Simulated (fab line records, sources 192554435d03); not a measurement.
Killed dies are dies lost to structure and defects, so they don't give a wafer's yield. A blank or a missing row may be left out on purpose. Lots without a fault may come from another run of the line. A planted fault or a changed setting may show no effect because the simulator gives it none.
Which tool did it? | flow n5_finfet | 10 lots, 29 wafers sampled, at 5 steps of a route of 1938

WHAT THE GAUGES READ, wafer by wafer
N5_BEOL_M4_RC_MEAS_101. Usual: DIBL_N 36.6 mV/V, standard deviation 1.1; DIBL_P 36.8 mV/V, standard deviation 1.6; IOFF_N 0.169 nA/um, standard deviation 0.024; IOFF_P 0.206 nA/um, standard deviation 0.028; ION_N 679 uA/um, standard deviation 9.2; ION_P 462 uA/um, standard deviation 7; SS_N 71.6 mV/dec, standard deviation 0.57; SS_P 73.3 mV/dec, standard deviation 0.57; VT_N 248.8 mV, standard deviation 2.4; VT_P -251 mV, standard deviation 3.
lot  | measured     | on        | DIBL_N (mV/V)  | DIBL_P (mV/V)  | IOFF_N (nA/um)    | IOFF_P (nA/um)    | ION_N (uA/um) | ION_P (uA/um) | SS_N (mV/dec)  | SS_P (mV/dec)  | VT_N (mV)         | VT_P (mV)      | flag
L646 | day 9 01:16  | prober-02 | 36.5 36.5 34.9 | 36.2 36.3 33.7 | 0.161 0.161 0.131 | 0.177 0.175 0.148 | 674 688 659   | 462 460 453   | 70.6 71.0 70.3 | 73.1 73.1 72.7 | 248.3 249.3 254.6 | -256 -255 -258 |
L651 | day 10 06:55 | prober-02 | 36.6 35.6 38.0 | 38.2 36.9 39.2 | 0.165 0.140 0.183 | 0.221 0.201 0.234 | 691 668 683   | 468 465 473   | 71.3 71.5 72.2 | 72.3 72.2 73.5 | 248.0 250.8 250.1 | -249 -251 -248 |
L653 | day 10 13:47 | prober-01 | 35.9 34.6 35.4 | 35.2 34.0 35.5 | 0.157 0.146 0.165 | 0.194 0.183 0.200 | 667 668 667   | 455 458 457   | 71.5 71.5 72.4 | 74.3 73.1 73.9 | 252.4 249.2 248.4 | -250 -252 -252 |
L655 | day 11 05:14 | prober-01 | 36.7 35.7 38.2 | 35.7 33.7 38.3 | 0.153 0.143 0.195 | 0.236 0.199 0.275 | 683 683 688   | 475 467 480   | 71.3 71.4 71.7 | 72.6 72.7 73.3 | 246.7 246.6 245.8 | -247 -253 -246 |
L654 | day 11 15:02 | prober-01 | 36.8 36.6 36.8 | 37.0 37.1 37.6 | 0.172 0.165 0.181 | 0.218 0.223 0.231 | 672 676 693   | 463 462 468   | 72.4 71.9 71.9 | 73.1 73.4 72.8 | 249.1 246.9 246.2 | -250 -251 -251 |
L657 | day 12 00:11 | prober-01 | 36.8 38.2 36.5 | 36.2 37.8 35.4 | 0.164 0.193 0.152 | 0.212 0.240 0.204 | 688 694 671   | 469 473 458   | 71.3 71.7 71.6 | 73.0 74.0 73.1 | 247.4 246.7 248.8 | -251 -249 -250 |
L659 | day 12 06:56 | prober-01 | 36.2 37.5 35.9 | 35.4 37.1 34.9 | 0.149 0.177 0.145 | 0.191 0.219 0.186 | 677 695 674   | 461 466 461   | 70.7 71.7 71.4 | 73.2 73.8 73.6 | 248.8 251.3 251.4 | -249 -248 -253 |
L661 | day 12 14:08 | prober-02 | 35.7 34.5 37.8 | 36.9 35.6 39.1 | 0.147 0.123 0.188 | 0.177 0.160 0.206 | 676 658 668   | 460 450 453   | 71.2 70.6 71.7 | 73.3 73.3 73.9 | 253.7 254.6 247.8 | -254 -257 -254 |
L664 | day 13 17:25 | prober-01 | 38.3 37.5      | 38.0 36.6      | 0.201 0.187       | 0.219 0.199       | 678 677       | 461 461       | 72.1 72.4      | 73.6 72.7      | 246.5 248.9       | -249 -250      |
L668 | day 15 09:16 | prober-02 | 36.8 36.5 36.8 | 37.4 37.5 36.6 | 0.157 0.155 0.149 | 0.196 0.204 0.186 | 682 679 683   | 465 466 461   | 71.2 71.1 71.4 | 73.6 73.1 73.7 | 246.8 249.0 248.1 | -251 -252 -251 |

WHICH TOOL RAN EACH LOT (tool, then ch and the chambers of the sampled wafers, then the start)
lot  | N5_BEOL_M3_SPUTTER_79        | N5_BEOL_M3_ANNEAL_82         | N5_BEOL_M3_SPUTTER_94        | N5_BEOL_M3_CMP_52
L646 | pvd_sputter-03, day 8 10:02  | pvd_sputter-03, day 8 10:20  | pvd_sputter-03, day 8 11:22  | cmp-02 ch 1,3, day 8 12:05
L651 | pvd_sputter-02, day 8 19:30  | pvd_sputter-02, day 8 19:48  | pvd_sputter-02, day 8 20:49  | cmp-01 ch 1,2,3, day 8 21:40
L653 | pvd_sputter-03, day 9 17:05  | pvd_sputter-03, day 9 17:23  | pvd_sputter-03, day 9 18:24  | cmp-04 ch 1,3, day 9 19:17
L655 | pvd_sputter-02, day 10 07:47 | pvd_sputter-02, day 10 08:05 | pvd_sputter-02, day 10 09:07 | cmp-01 ch 1,2,3, day 10 09:55
L654 | pvd_sputter-01, day 11 02:43 | pvd_sputter-01, day 11 03:01 | pvd_sputter-01, day 11 04:02 | cmp-04 ch 1,2, day 11 04:53
L657 | pvd_sputter-01, day 11 09:23 | pvd_sputter-01, day 11 09:41 | pvd_sputter-01, day 11 10:43 | cmp-02 ch 1,3, day 11 12:51
L659 | pvd_sputter-02, day 11 12:56 | pvd_sputter-02, day 11 13:14 | pvd_sputter-02, day 11 14:16 | cmp-01 ch 0,2,3, day 11 15:20
L661 | pvd_sputter-01, day 11 17:23 | pvd_sputter-01, day 11 17:41 | pvd_sputter-01, day 11 18:43 | cmp-01 ch 0,1,2, day 11 19:33
L664 | pvd_sputter-01, day 13 00:29 | pvd_sputter-01, day 13 00:49 | pvd_sputter-01, day 13 01:48 | cmp-01 ch 2,3, day 13 02:44
L668 | pvd_sputter-01, day 14 17:37 | pvd_sputter-01, day 14 17:55 | pvd_sputter-01, day 14 18:56 | cmp-01 ch 0,1, day 14 19:38
- N5_BEOL_M3_SPUTTER_79: material Cu, target thk 4.5 nm, time 8.29 s.
- N5_BEOL_M3_ANNEAL_82: time 240 s.
- N5_BEOL_M3_SPUTTER_94: material Cu, target thk 4.5 nm, time 8.29 s.
- N5_BEOL_M3_CMP_52: polishes, stops on SiOC, t overpolish 6.8 s, target thk 40 nm.

WHAT THE TOOLS THEMSELVES READ (means of the sampled wafers that have a number; where no wafer has one, the mark that the record gives instead)
N5_BEOL_M3_SPUTTER_79. Usual: throttle_valve_pct 30.5 %, standard deviation 0.66.
lot  | tool           | throttle_valve_pct (%) | flag
L646 | pvd_sputter-03 | 30.3                   |
L651 | pvd_sputter-02 | 29.9                   |
L653 | pvd_sputter-03 | 30.0                   |
L655 | pvd_sputter-02 | 30.4                   |
L654 | pvd_sputter-01 | 31.1                   |
L657 | pvd_sputter-01 | 31.2                   |
L659 | pvd_sputter-02 | 30.1                   |
L661 | pvd_sputter-01 | 31.5                   |
L664 | pvd_sputter-01 | 31.6                   |
L668 | pvd_sputter-01 | 31.0                   |

N5_BEOL_M3_ANNEAL_82. Usual: heater_power_w 826 W, standard deviation 48.
lot  | tool           | heater_power_w (W) | flag
L646 | pvd_sputter-03 | 809                |
L651 | pvd_sputter-02 | 842                |
L653 | pvd_sputter-03 | 841                |
L655 | pvd_sputter-02 | 880                |
L654 | pvd_sputter-01 | 775                |
L657 | pvd_sputter-01 | 784                |
L659 | pvd_sputter-02 | 853                |
L661 | pvd_sputter-01 | 793                |
L664 | pvd_sputter-01 | 768                |
L668 | pvd_sputter-01 | 805                |

N5_BEOL_M3_SPUTTER_94. Usual: throttle_valve_pct 30.5 %, standard deviation 0.66.
lot  | tool           | throttle_valve_pct (%) | flag
L646 | pvd_sputter-03 | 30.3                   |
L651 | pvd_sputter-02 | 29.8                   |
L653 | pvd_sputter-03 | 30.1                   |
L655 | pvd_sputter-02 | 30.6                   |
L654 | pvd_sputter-01 | 31.1                   |
L657 | pvd_sputter-01 | 31.2                   |
L659 | pvd_sputter-02 | 29.9                   |
L661 | pvd_sputter-01 | 31.5                   |
L664 | pvd_sputter-01 | 31.6                   |
L668 | pvd_sputter-01 | 30.9                   |

N5_BEOL_M3_CMP_52. Usual: barrier_field_endpoint_s 24.8 s, standard deviation 0.47; motor_current_A 5.8 A, standard deviation 0.6; overpolish_run_s 6.799 s, standard deviation 0.0087; slurry_flow_ml_min 150.0, standard deviation 0.47; time_to_endpoint_s 63.4 s, standard deviation 2.1.
lot  | tool   | barrier_field_endpoint_s (s) | motor_current_A (A) | overpolish_run_s (s) | slurry_flow_ml_min | time_to_endpoint_s (s) | flag
L646 | cmp-02 | 25.2                         | 6.7                 | 6.801                | 150.1              | 63.4                   |
L651 | cmp-01 | 25.3                         | 5.4                 | 6.791                | 149.9              | 64.2                   |
L653 | cmp-04 | 25.0                         | 6.3                 | 6.805                | 150.0              | 62.4                   |
L655 | cmp-01 | 24.6                         | 5.6                 | 6.799                | 150.2              | 62.2                   |
L654 | cmp-04 | 24.6                         | 6.3                 | 6.800                | 150.6              | 64.5                   |
L657 | cmp-02 | 24.6                         | 6.9                 | 6.801                | 150.2              | 61.9                   |
L659 | cmp-01 | 24.8                         | 5.4                 | 6.798                | 150.5              | 66.4                   |
L661 | cmp-01 | 25.4                         | 5.5                 | 6.793                | 150.4              | 64.5                   |
L664 | cmp-01 | 19.6                         | 5.3                 | 6.791                | 149.4              | 50.1                   | OFF
L668 | cmp-01 | 21.4                         | 5.8                 | 6.792                | 150.0              | 53.0                   | OFF

THE ANSWER, worked out from the rows above alone
Rule: a lot is off if the mean of its wafers that have a number lies more than 3 standard deviations from the usual mean. A lot without any number at a reading at which 4 lots or more have one is off too. The other lots that the step has rows for count as sound. The gauges are gone through in route order, then the tools' own readings, and for those a lot's mean is taken as printed above. The first step at which some lot is off is used, and at that step the reading that is off furthest; a lot without a number counts as furthest.
Off: L664, L668, at N5_BEOL_M3_CMP_52 (barrier_field_endpoint_s).
A tool fits if, at that step or a process step before it, it ran every lot that is off, and no sound lot after the first of them. Can't be told from this: 2 tools fit, pvd_sputter-01 at N5_BEOL_M3_SPUTTER_79 and N5_BEOL_M3_ANNEAL_82 and N5_BEOL_M3_SPUTTER_94, cmp-01 at N5_BEOL_M3_CMP_52.

WHAT THE SIMULATOR HAD PUT IN
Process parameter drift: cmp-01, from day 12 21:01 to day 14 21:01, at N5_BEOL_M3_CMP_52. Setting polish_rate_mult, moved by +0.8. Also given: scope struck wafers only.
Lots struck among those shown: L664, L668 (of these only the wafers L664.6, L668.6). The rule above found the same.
